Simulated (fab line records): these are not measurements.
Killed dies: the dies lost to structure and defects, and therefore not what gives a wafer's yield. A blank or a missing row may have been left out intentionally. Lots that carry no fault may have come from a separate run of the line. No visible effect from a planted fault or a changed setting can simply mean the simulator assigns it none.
Chamber matching + flow n5-finfet + ald-sin-02 running N5_GATE_CUT_SAC_CAP_01: 4 sister chambers
The step material SiNx, target thk 24 nm, pulse time 1 s, ald cycles 480. 20 wafers are shown with their chamber, then 10 later ones without.

## WAFERS WITH THEIR CHAMBER
| wafer  | chamber | heater-power-w (W) | precursor-pulse-height-rel |
|--------|---------|--------------------|----------------------------|
| L075.1 | 3       | 753                | 1.000                      |
| L075.2 | 0       | 755                | 0.980                      |
| L075.3 | 2       | 992                | 0.998                      |
| L075.4 | 1       | 865                | 0.980                      |
| L075.5 | 0       | 760                | 0.965                      |
| L075.6 | 3       | 758                | 1.047                      |
| L078.1 | 1       | 844                | 0.966                      |
| L078.2 | 2       | 1000               | 1.037                      |
| L078.4 | 0       | 748                | 1.006                      |
| L079.1 | 3       | 752                | 0.999                      |
| L079.2 | 1       | 873                | 0.984                      |
| L079.3 | 2       | 999                | 0.972                      |
| L079.4 | 0       | 753                | 0.987                      |
| L079.5 | 1       | 858                | 1.007                      |
| L079.6 | 0       | 751                | 1.014                      |
| L082.3 | 0       | 772                | 0.986                      |
| L082.4 | 1       | 856                | 1.013                      |
| L082.6 | 2       | 988                | 1.014                      |
| L084.1 | 0       | 745                | 0.990                      |
| L084.3 | 2       | 999                | 0.968                      |

SIGNATURES (means of the wafers above)
| reading                    | chamber 0 | chamber 1 | chamber 2 | chamber 3 | scatter within a chamber |
|----------------------------|-----------|-----------|-----------|-----------|--------------------------|
| heater-power-w             | 754.86    | 859.20    | 995.60    | 754.33    | 8.23                     |
| precursor-pulse-height-rel | 0.98971   | 0.99000   | 0.99780   | 1.01533   | 0.0223                   |
Rule: a wafer's distance from a chamber is the root of the sum, over the readings, of the square of ((its reading less the chamber's mean) divided by the reading's scatter). If the next closest chamber is less than 2 further off than the closest, the wafer can't be placed; otherwise it belongs to the closest. The scatter: the root of (the sum of the squares of (reading less its chamber's mean) over the shown wafers, divided by (wafers less chambers)).

## WAFERS WITHOUT THEIR CHAMBER
| wafer  | heater-power-w (W) | precursor-pulse-height-rel |
|--------|--------------------|----------------------------|
| L084.5 | 744                | 1.029                      |
| L093.2 | 774                | 1.030                      |
| L093.4 | 1001               | 1.021                      |
| L093.6 | 781                | 1.002                      |
| L094.1 | 762                | 0.987                      |
| L094.2 | 996                | 1.035                      |
| L094.3 | 785                | 1.006                      |
| L097.1 | 762                | 1.006                      |
| L097.3 | 853                | 1.012                      |
| L097.6 | 764                | 0.985                      |

## THE CHAMBER EACH PASSED THROUGH
| wafer  | from the rows above     | in truth |
|--------|-------------------------|----------|
| L084.5 | can't be placed: 3 or 0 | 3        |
| L093.2 | can't be placed: 3 or 0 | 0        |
| L093.4 | 2                       | 2        |
| L093.6 | can't be placed: 0 or 3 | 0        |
| L094.1 | can't be placed: 0 or 3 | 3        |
| L094.2 | 2                       | 2        |
| L094.3 | can't be placed: 0 or 3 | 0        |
| L097.1 | can't be placed: 3 or 0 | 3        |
| L097.3 | 1                       | 1        |
| L097.6 | can't be placed: 0 or 3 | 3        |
Correctly placed: 3 of 10. These rows do not allow placing 7 (true chamber among the candidates in 7). 0 placed wrongly.
